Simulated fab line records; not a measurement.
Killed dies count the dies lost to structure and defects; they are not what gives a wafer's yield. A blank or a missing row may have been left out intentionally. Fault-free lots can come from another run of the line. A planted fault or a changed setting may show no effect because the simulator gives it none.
Split-lot trial -- flow n5 finfet -- 21 wafers read across 7 lots, on a route 1938 steps long

ON THE SPLIT
At N5_BEOL_M9_TRENCH_ETCH_37 (etches SiCOH lowk in C4F6/O2, target depth 151.43 nm, time 49 s), the setting source w was moved away from the recipe's 345 W on 6 of the 21 wafers read, by -15.9% to +5.4%. The other wafers ran this setting at the recipe's value.

FROM THE SPLIT TO THE READING: what the file shows between them, 2 steps
- N5_BEOL_M9_ETCH_41: etches SiCN in CH3F/O2, target depth 36.6 nm, time 70.1 s
- N5_BEOL_M9_STRIP_80: strips in N2/H2, time 10 s

THE READING
trench depth nm, in nm, at N5_BEOL_M9_OCD_MEAS_38. On this fab line, fault-free wafers typically give 151.9 nm with a standard deviation of 1.8 nm.

wafer,"tool, chamber at the split","source w as run, W",against the recipe,"trench depth nm, nm",against lot-mates on the recipe
L078.4,"rie diel-02, 0",345,recipe,151.5,-
L078.5,"rie diel-02, 1",345,recipe,150.8,-
L078.6,"rie diel-02, 0",363.5,+5.4%,153.9,+2.8
L080.3,"rie diel-05, 3",345,recipe,152.7,-
L080.4,"rie diel-05, 1",345,recipe,152.5,-
L080.5,"rie diel-05, 3",345,recipe,152.2,-
L081.1,"rie diel-06, 2",345,recipe,149.3,-
L081.2,"rie diel-06, 3",345,recipe,155.3,-
L081.5,"rie diel-06, 0",345,recipe,150.3,-
L084.1,"rie diel-05, 3",345,recipe,153.8,-
L084.4,"rie diel-05, 3",345,recipe,152.6,-
L084.5,"rie diel-05, 2",345,recipe,150.2,-
L093.1,"rie diel-05, 3",326,-5.5%,146.9,-4.8
L093.3,"rie diel-05, 0",345,recipe,151.4,-
L093.6,"rie diel-05, 1",345,recipe,152.0,-
L096.3,"rie diel-06, 1",303.9,-11.9%,145.0,-7.8
L096.4,"rie diel-06, 2",303.9,-11.9%,142.3,-10.5
L096.5,"rie diel-06, 1",345,recipe,152.8,-
L097.1,"rie diel-02, 0",290,-15.9%,142.5,-8.4
L097.3,"rie diel-02, 3",345,recipe,150.9,-
L097.6,"rie diel-02, 3",290,-15.9%,140.3,-10.6

THE FIT
A straight line over all 21 wafers: trench depth nm changes by +0.657 nm for each +1% of source w; r = +0.94; the points scatter about the line by 1.5 nm.
The same after taking each lot's own level away (the mean of its wafers on the recipe; 21 wafers): +0.651 nm for each +1%; r = +0.94; scatter 1.5 nm.
On that fit, the largest move of source w shifts the reading by 10 nm.
Measured against the standard deviation above, the lots' own levels, which go from 150.90 to 152.80 nm, span 1.1 times it.
The two slopes agree, so the slope changes little with the lot-to-lot level.
Check: -11.4 nm against its lot-mates is what the line predicts for one of the wafers moved furthest among these (-15.9%) when that wafer is left out of the fit. It came out at -8.4 nm against them.
Tool readings at the split's step, against how far the setting was moved: rf vpp V r = -0.97.

THE OTHER SPLITS THESE WAFERS WENT THROUGH
These wafers also went through other splits before the reading. Each is held against what the fit with the lots' levels taken away leaves over:
other split on the same wafers,wafers away from the commonest value,r with trench depth nm (lot level and that fit taken away)
N5_BEOL_M7_ETCH_41 source w,9,-0.05
N5_BEOL_M8_ETCH_66 source w,7,-0.10
N5_BEOL_M8_VIA_ETCH_34 bias w,8,-0.10
N5_BEOL_M8_TRENCH_ETCH_37 time s,8,-0.21
N5_BEOL_M8_CURE_75 time s,4,+0.17

THE WHOLE CHAIN: every reading that the file lists as answering this split, in the file's order
step,what it does,reading,change (the file's fit),r (the file's)
N5_BEOL_M9_TRENCH_ETCH_37,"etches SiCOH lowk in C4F6/O2, target depth 151.43 nm, time 49 s",rf vpp V,-3.68 V for each +1% of the setting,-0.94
N5_BEOL_M9_TRENCH_ETCH_37,"etches SiCOH lowk in C4F6/O2, target depth 151.43 nm, time 49 s","etch.depth nm (the simulator's own value, which no gauge read)",+0.649 nm for each +1% of the setting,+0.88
N5_BEOL_M9_TRENCH_ETCH_37,"etches SiCOH lowk in C4F6/O2, target depth 151.43 nm, time 49 s","BEOL_M9.feature depth nm (the simulator's own value, which no gauge read)",+0.647 nm for each +1% of the setting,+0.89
N5_BEOL_M9_OCD_MEAS_38,,trench depth nm,+0.665 nm for each +1% of the setting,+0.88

THE FILE'S OWN FIT
trench depth nm changes by +0.665 nm for each +1% of source w, r = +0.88.
